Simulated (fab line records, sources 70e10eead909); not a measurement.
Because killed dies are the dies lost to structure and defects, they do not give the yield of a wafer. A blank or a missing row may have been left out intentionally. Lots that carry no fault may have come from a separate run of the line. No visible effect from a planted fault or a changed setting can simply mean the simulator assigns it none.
The tool behind it: which one?    flow nand_harc    24 lots, 72 wafers sampled, at 6 steps of a route of 1302

## WHAT THE GAUGES READ, wafer by wafer
The record lacks any reading of a measuring or inspecting step that a usual standard deviation could be used to judge.

## WHICH TOOL RAN EACH LOT (tool, then ch and the chambers of the sampled wafers, then the start)
lot   NHARC_A_STAIRCASE_TRIM_198                     NHARC_A_STAIRCASE_ETCH_227                     NHARC_A_STAIRCASE_DEP_280        NHARC_A_STAIRCASE_STRIP_476         NHARC_A_STAIRCASE_DEP_322        NHARC_A_STAIRCASE_DEP_325
L074  rie_diel-05 ch 0,3, day 16 14:30 or earlier    rie_diel-05 ch 1,2, day 16 14:30 or earlier    pecvd-02 ch 0,1, day 16 14:30    rie_diel-04 ch 1,2, day 17 03:00    pecvd-04 ch 0,1, day 17 19:53    pecvd-04 ch 0,1, day 18 03:47
L075  rie_diel-05 ch 0,1,2, day 17 01:49 or earlier  rie_diel-04 ch 0,1, day 17 01:49 or earlier    pecvd-02 ch 0,1, day 17 01:49    rie_diel-04 ch 2,3, day 17 12:04    pecvd-04 ch 0,1,2, day 18 07:37  pecvd-04 ch 0,1, day 18 15:54
L076  rie_diel-10 ch 0,2,3, day 17 10:35 or earlier  rie_diel-10 ch 0,2,3, day 17 10:35 or earlier  pecvd-04 ch 0,2, day 17 10:35    rie_diel-10 ch 0,1, day 17 21:19    pecvd-03 ch 0,1, day 18 18:28    pecvd-03 ch 0,1,2, day 19 04:55
L078  rie_diel-05 ch 0,1,2, day 17 17:24 or earlier  rie_diel-04 ch 0,2,3, day 17 17:24 or earlier  pecvd-03 ch 0,2, day 17 17:24    rie_diel-10 ch 0,2,3, day 18 05:22  pecvd-03 ch 1,2, day 19 02:47    pecvd-03 ch 0,1,2, day 19 10:39
L077  rie_diel-04 ch 0,2,3, day 18 05:04 or earlier  rie_diel-05 ch 1,2, day 18 05:04 or earlier    pecvd-03 ch 0,1,2, day 18 05:04  rie_diel-05 ch 0,2, day 18 18:35    pecvd-04 ch 1,2, day 19 16:22    pecvd-03 ch 0,2, day 20 01:58
L080  rie_diel-10 ch 0,1,2, day 18 20:37 or earlier  rie_diel-04 ch 1,2, day 18 20:37 or earlier    pecvd-03 ch 1,2, day 18 20:37    rie_diel-04 ch 0,2, day 19 09:06    pecvd-02 ch 0,2, day 20 03:49    pecvd-03 ch 0,1,2, day 20 13:42
L079  rie_diel-04 ch 0,1,2, day 18 22:35 or earlier  rie_diel-04 ch 0,2,3, day 18 22:35 or earlier  pecvd-04 ch 0,1, day 18 22:35    rie_diel-04 ch 0,2,3, day 19 13:49  pecvd-02 ch 1,2, day 20 11:09    pecvd-03 ch 0,1,2, day 20 21:35
L081  rie_diel-04 ch 0,2, day 19 12:02 or earlier    rie_diel-05 ch 0,1, day 19 12:02 or earlier    pecvd-03 ch 0,1, day 19 12:02    rie_diel-04 ch 1,2,3, day 19 21:56  pecvd-04 ch 0,1, day 20 18:50    pecvd-03 ch 1,2, day 21 07:55
L082  rie_diel-10 ch 0,1,2, day 19 19:48 or earlier  rie_diel-04 ch 2,3, day 19 19:48 or earlier    pecvd-03 ch 0,1, day 19 19:48    rie_diel-10 ch 0,3, day 20 06:10    pecvd-04 ch 0,1,2, day 21 05:04  pecvd-04 ch 0,1, day 21 18:20
L084  rie_diel-10 ch 0,3, day 20 15:32 or earlier    rie_diel-04 ch 1,3, day 20 15:32 or earlier    pecvd-03 ch 1,2, day 20 15:32    rie_diel-04 ch 0,2, day 21 03:53    pecvd-02 ch 1,2, day 22 00:08    pecvd-03 ch 0,1,2, day 22 08:05
L083  rie_diel-04 ch 0,1, day 20 17:46 or earlier    rie_diel-10 ch 0,3, day 20 17:46 or earlier    pecvd-03 ch 1,2, day 20 17:46    rie_diel-04 ch 0,3, day 21 10:29    pecvd-04 ch 0,1,2, day 22 06:20  pecvd-02 ch 0,1, day 22 14:59
L086  rie_diel-10 ch 0,1,2, day 21 03:17 or earlier  rie_diel-04 ch 0,2,3, day 21 03:17 or earlier  pecvd-03 ch 0,1,2, day 21 03:17  rie_diel-04 ch 0,1,2, day 21 17:49  pecvd-02 ch 0,1,2, day 22 17:16  pecvd-03 ch 0,1,2, day 23 02:32
L085  rie_diel-05 ch 0,1,3, day 21 06:58 or earlier  rie_diel-05 ch 1,2, day 21 06:58 or earlier    pecvd-02 ch 0,1,2, day 21 06:58  rie_diel-04 ch 0,3, day 21 23:16    pecvd-04 ch 0,2, day 22 17:16    pecvd-02 ch 0,1, day 23 02:32
L088  rie_diel-10 ch 2,3, day 22 15:51 or earlier    rie_diel-10 ch 0,1,3, day 22 15:51 or earlier  pecvd-03 ch 0,2, day 22 15:51    rie_diel-04 ch 1,2,3, day 23 03:43  pecvd-02 ch 0,1, day 23 16:58    pecvd-04 ch 0,2, day 24 01:27
L089  rie_diel-05 ch 0,3, day 22 09:10 or earlier    rie_diel-04 ch 0,1,3, day 22 09:10 or earlier  pecvd-03 ch 0,1, day 22 09:10    rie_diel-05 ch 0,1,2, day 22 20:23  pecvd-03 ch 0,1,2, day 23 16:50  pecvd-02 ch 0,1,2, day 24 01:38
L087  rie_diel-04 ch 0,2, day 22 13:55 or earlier    rie_diel-05 ch 1,2,3, day 22 13:55 or earlier  pecvd-03 ch 0,2, day 22 13:55    rie_diel-10 ch 0,3, day 23 01:13    pecvd-04 ch 0,1,2, day 23 17:07  pecvd-04 ch 0,2, day 24 02:01
L091  rie_diel-10 ch 0,1, day 23 06:36 or earlier    rie_diel-05 ch 0,1,3, day 23 06:36 or earlier  pecvd-03 ch 0,1, day 23 06:36    rie_diel-04 ch 0,1,2, day 23 17:41  pecvd-03 ch 1,2, day 24 12:02    pecvd-03 ch 0,1,2, day 24 19:52
L090  rie_diel-04 ch 1,3, day 23 08:24 or earlier    rie_diel-04 ch 0,2,3, day 23 08:24 or earlier  pecvd-03 ch 0,1,2, day 23 08:24  rie_diel-10 ch 0,1, day 23 21:06    pecvd-02 ch 0,1, day 24 15:22    pecvd-04 ch 0,1, day 24 19:52
L093  rie_diel-05 ch 1,2,3, day 24 17:49 or earlier  rie_diel-04 ch 1,2,3, day 24 17:49 or earlier  pecvd-03 ch 0,1,2, day 24 17:49  rie_diel-05 ch 0,2, day 25 05:08    pecvd-03 ch 1,2, day 26 02:02    pecvd-02 ch 0,2, day 26 09:52
L092  rie_diel-04 ch 1,2,3, day 24 19:33 or earlier  rie_diel-05 ch 1,2,3, day 24 19:33 or earlier  pecvd-02 ch 1,2, day 24 19:33    rie_diel-05 ch 0,2,3, day 25 06:28  pecvd-04 ch 0,1,2, day 26 02:07  pecvd-04 ch 1,2, day 26 09:52
L095  rie_diel-04 ch 1,2, day 25 02:50 or earlier    rie_diel-10 ch 0,2,3, day 25 02:50 or earlier  pecvd-02 ch 0,2, day 25 02:50    rie_diel-04 ch 0,1,2, day 25 18:52  pecvd-04 ch 0,1,2, day 26 20:43  pecvd-03 ch 0,1,2, day 27 03:58
L094  rie_diel-05 ch 0,1, day 25 04:32 or earlier    rie_diel-10 ch 0,1,2, day 25 04:32 or earlier  pecvd-04 ch 1,2, day 25 04:32    rie_diel-10 ch 0,1,2, day 25 15:49  pecvd-03 ch 1,2, day 26 13:08    pecvd-03 ch 0,1,2, day 26 21:08
L096  rie_diel-10 ch 2,3, day 25 20:14 or earlier    rie_diel-05 ch 0,3, day 25 20:14 or earlier    pecvd-03 ch 0,1,2, day 25 20:14  rie_diel-04 ch 0,1, day 26 08:48    pecvd-04 ch 0,2, day 27 03:48    pecvd-02 ch 0,1,2, day 27 13:25
L097  rie_diel-04 ch 1,2,3, day 26 05:24 or earlier  rie_diel-04 ch 0,2,3, day 26 05:24 or earlier  pecvd-02 ch 0,1, day 26 05:24    rie_diel-04 ch 1,2,3, day 26 16:09  pecvd-03 ch 1,2, day 27 11:38    pecvd-04 ch 0,2, day 27 20:50
- NHARC_A_STAIRCASE_TRIM_198: chemistry O2, time 211.2 s.
- NHARC_A_STAIRCASE_ETCH_227: etches the open film in C4F8/O2, target depth 100 nm, time 40.5 s.
- NHARC_A_STAIRCASE_DEP_280: deposits SiON, target thk 30 nm.
- NHARC_A_STAIRCASE_STRIP_476: strips in O2, time 20 s.
- NHARC_A_STAIRCASE_DEP_322: deposits SiO2, target thk 7200 nm.
- NHARC_A_STAIRCASE_DEP_325: deposits SiO2, target thk 7200 nm.

## WHAT THE TOOLS THEMSELVES READ (means of the sampled wafers that have a number; where no wafer has one, the mark that the record gives instead)
NHARC_A_STAIRCASE_TRIM_198.
lot   tool         drypump_motor_current_A (A)  oes_product_au (a.u.)  rf_vpp_V (V)  showerhead_plenum_p_Torr (Torr)  throttle_valve_pct (%)
L074  rie_diel-05  5.7                          0.987                  58.6          3.73                             17.037
L075  rie_diel-05  5.5                          0.998                  58.4          3.50                             17.029
L076  rie_diel-10  5.9                          0.996                  57.3          3.38                             17.036
L078  rie_diel-05  5.5                          1.001                  58.1          3.50                             17.038
L077  rie_diel-04  5.9                          1.014                  56.8          3.42                             17.040
L080  rie_diel-10  5.7                          0.996                  57.7          3.42                             17.037
L079  rie_diel-04  5.9                          1.008                  58.2          3.42                             17.022
L081  rie_diel-04  5.5                          1.004                  56.8          3.32                             17.034
L082  rie_diel-10  5.7                          0.994                  57.9          3.41                             17.043
L084  rie_diel-10  6.1                          0.983                  56.9          3.44                             17.035
L083  rie_diel-04  5.7                          0.995                  57.4          3.41                             17.041
L086  rie_diel-10  5.6                          1.001                  56.6          3.41                             17.041
L085  rie_diel-05  5.5                          0.991                  57.5          3.59                             17.037
L088  rie_diel-10  5.7                          1.017                  56.9          3.35                             17.030
L089  rie_diel-05  5.8                          0.995                  58.0          3.63                             17.034
L087  rie_diel-04  5.6                          1.007                  58.0          3.31                             17.039
L091  rie_diel-10  5.8                          1.001                  57.0          3.40                             17.026
L090  rie_diel-04  6.6                          1.013                  58.2          3.60                             17.041
L093  rie_diel-05  5.4                          0.999                  57.7          3.53                             17.039
L092  rie_diel-04  6.3                          0.999                  57.9          3.49                             17.035
L095  rie_diel-04  6.3                          0.997                  57.4          3.49                             17.028
L094  rie_diel-05  5.3                          1.007                  57.9          3.46                             17.033
L096  rie_diel-10  5.8                          0.991                  57.2          3.34                             17.040
L097  rie_diel-04  6.3                          1.009                  58.7          3.49                             17.026

NHARC_A_STAIRCASE_ETCH_227.
lot   tool         oes_product_au (a.u.)  rf_vpp_V (V)
L074  rie_diel-05  0.945                  894
L075  rie_diel-04  0.930                  895
L076  rie_diel-10  0.922                  890
L078  rie_diel-04  0.950                  892
L077  rie_diel-05  0.953                  894
L080  rie_diel-04  0.938                  895
L079  rie_diel-04  0.946                  892
L081  rie_diel-05  0.947                  895
L082  rie_diel-04  0.972                  895
L084  rie_diel-04  0.949                  898
L083  rie_diel-10  0.932                  890
L086  rie_diel-04  0.939                  892
L085  rie_diel-05  0.954                  893
L088  rie_diel-10  0.939                  894
L089  rie_diel-04  0.938                  895
L087  rie_diel-05  0.943                  896
L091  rie_diel-05  0.935                  898
L090  rie_diel-04  0.956                  892
L093  rie_diel-04  0.949                  895
L092  rie_diel-05  0.947                  895
L095  rie_diel-10  0.934                  889
L094  rie_diel-10  0.937                  891
L096  rie_diel-05  0.922                  901
L097  rie_diel-04  0.941                  890

NHARC_A_STAIRCASE_DEP_280.
lot   tool      heater_power_w (W)
L074  pecvd-02  693
L075  pecvd-02  711
L076  pecvd-04  780
L078  pecvd-03  861
L077  pecvd-03  782
L080  pecvd-03  697
L079  pecvd-04  818
L081  pecvd-03  723
L082  pecvd-03  770
L084  pecvd-03  773
L083  pecvd-03  726
L086  pecvd-03  763
L085  pecvd-02  743
L088  pecvd-03  836
L089  pecvd-03  755
L087  pecvd-03  825
L091  pecvd-03  730
L090  pecvd-03  754
L093  pecvd-03  770
L092  pecvd-02  742
L095  pecvd-02  664
L094  pecvd-04  756
L096  pecvd-03  808
L097  pecvd-02  694

NHARC_A_STAIRCASE_STRIP_476.
lot   tool         drypump_motor_current_A (A)  oes_product_au (a.u.)  rf_vpp_V (V)  showerhead_plenum_p_Torr (Torr)  throttle_valve_pct (%)
L074  rie_diel-04  6.3                          1.005                  58.7          3.52                             17.034
L075  rie_diel-04  6.3                          1.011                  57.8          3.52                             17.040
L076  rie_diel-10  5.8                          0.993                  57.9          3.42                             17.037
L078  rie_diel-10  6.0                          0.996                  58.1          3.37                             17.029
L077  rie_diel-05  5.7                          1.006                  56.9          3.54                             17.036
L080  rie_diel-04  5.5                          1.006                  57.9          3.31                             17.035
L079  rie_diel-04  5.9                          1.011                  57.6          3.41                             17.039
L081  rie_diel-04  6.3                          1.014                  57.5          3.51                             17.037
L082  rie_diel-10  6.1                          0.979                  56.7          3.44                             17.038
L084  rie_diel-04  5.5                          0.991                  57.4          3.31                             17.019
L083  rie_diel-04  6.2                          1.002                  57.4          3.50                             17.039
L086  rie_diel-04  5.9                          1.000                  57.2          3.40                             17.034
L085  rie_diel-04  5.7                          0.990                  57.6          3.40                             17.030
L088  rie_diel-04  6.3                          1.006                  57.7          3.50                             17.029
L089  rie_diel-05  5.5                          1.006                  57.9          3.47                             17.031
L087  rie_diel-10  6.1                          0.992                  56.9          3.35                             17.039
L091  rie_diel-04  5.9                          1.005                  57.6          3.40                             17.045
L090  rie_diel-10  5.5                          0.988                  57.3          3.51                             17.038
L093  rie_diel-05  5.7                          1.009                  58.0          3.52                             17.032
L092  rie_diel-05  5.7                          1.008                  57.5          3.58                             17.037
L095  rie_diel-04  5.9                          0.993                  57.6          3.39                             17.028
L094  rie_diel-10  5.7                          0.999                  57.4          3.38                             17.034
L096  rie_diel-04  5.8                          0.995                  57.1          3.38                             17.041
L097  rie_diel-04  6.3                          1.014                  59.3          3.48                             17.043

NHARC_A_STAIRCASE_DEP_322.
lot   tool      heater_power_w (W)  mfc_precursor_sccm (sccm)
L074  pecvd-04  641                 200.4
L075  pecvd-04  656                 200.6
L076  pecvd-03  621                 199.9
L078  pecvd-03  652                 199.8
L077  pecvd-04  616                 199.7
L080  pecvd-02  538                 199.2
L079  pecvd-02  606                 199.9
L081  pecvd-04  672                 199.6
L082  pecvd-04  617                 199.5
L084  pecvd-02  576                 199.6
L083  pecvd-04  641                 200.1
L086  pecvd-02  647                 200.0
L085  pecvd-04  682                 199.7
L088  pecvd-02  653                 199.8
L089  pecvd-03  664                 199.4
L087  pecvd-04  646                 199.5
L091  pecvd-03  621                 199.9
L090  pecvd-02  673                 200.2
L093  pecvd-03  601                 200.1
L092  pecvd-04  665                 200.4
L095  pecvd-04  637                 200.2
L094  pecvd-03  552                 199.4
L096  pecvd-04  657                 199.9
L097  pecvd-03  587                 200.0

NHARC_A_STAIRCASE_DEP_325.
lot   tool      heater_power_w (W)  mfc_precursor_sccm (sccm)
L074  pecvd-04  683                 199.9
L075  pecvd-04  672                 199.7
L076  pecvd-03  691                 200.1
L078  pecvd-03  661                 200.1
L077  pecvd-03  699                 199.6
L080  pecvd-03  660                 200.5
L079  pecvd-03  693                 200.2
L081  pecvd-03  631                 199.9
L082  pecvd-04  643                 200.0
L084  pecvd-03  613                 199.9
L083  pecvd-02  634                 200.0
L086  pecvd-03  677                 199.5
L085  pecvd-02  609                 200.4
L088  pecvd-04  644                 200.4
L089  pecvd-02  601                 200.0
L087  pecvd-04  640                 200.1
L091  pecvd-03  620                 200.1
L090  pecvd-04  706                 199.8
L093  pecvd-02  542                 200.7
L092  pecvd-04  622                 199.6
L095  pecvd-03  663                 200.3
L094  pecvd-03  640                 199.2
L096  pecvd-02  546                 200.3
L097  pecvd-04  701                 200.0

## THE ANSWER, worked out from the rows above alone
Rule: the usual values come from the lots themselves. The widest of any qualifying gaps counts: lots, ordered by their means at a reading, are off when they make up no more than a third of the lots, leave a main group of 4 or more, and stand apart from it by 3 or more times the standard deviation of that group's means. A main group whose means are all the same, to the digits that the tables above print for the reading, isn't used. A lot without any number at a reading at which 4 lots or more have one is off too. Where the step has rows for the other lots, those lots are counted as sound. The gauges are gone through in route order, then the tools' own readings, and for those a lot's mean is taken as printed above. The first step at which some lot is off is used, and at that step the reading that is off furthest; a lot without a number counts as furthest.
Nothing can be told from this: no lot is off at any reading shown.

## WHAT THE SIMULATOR PUT IN
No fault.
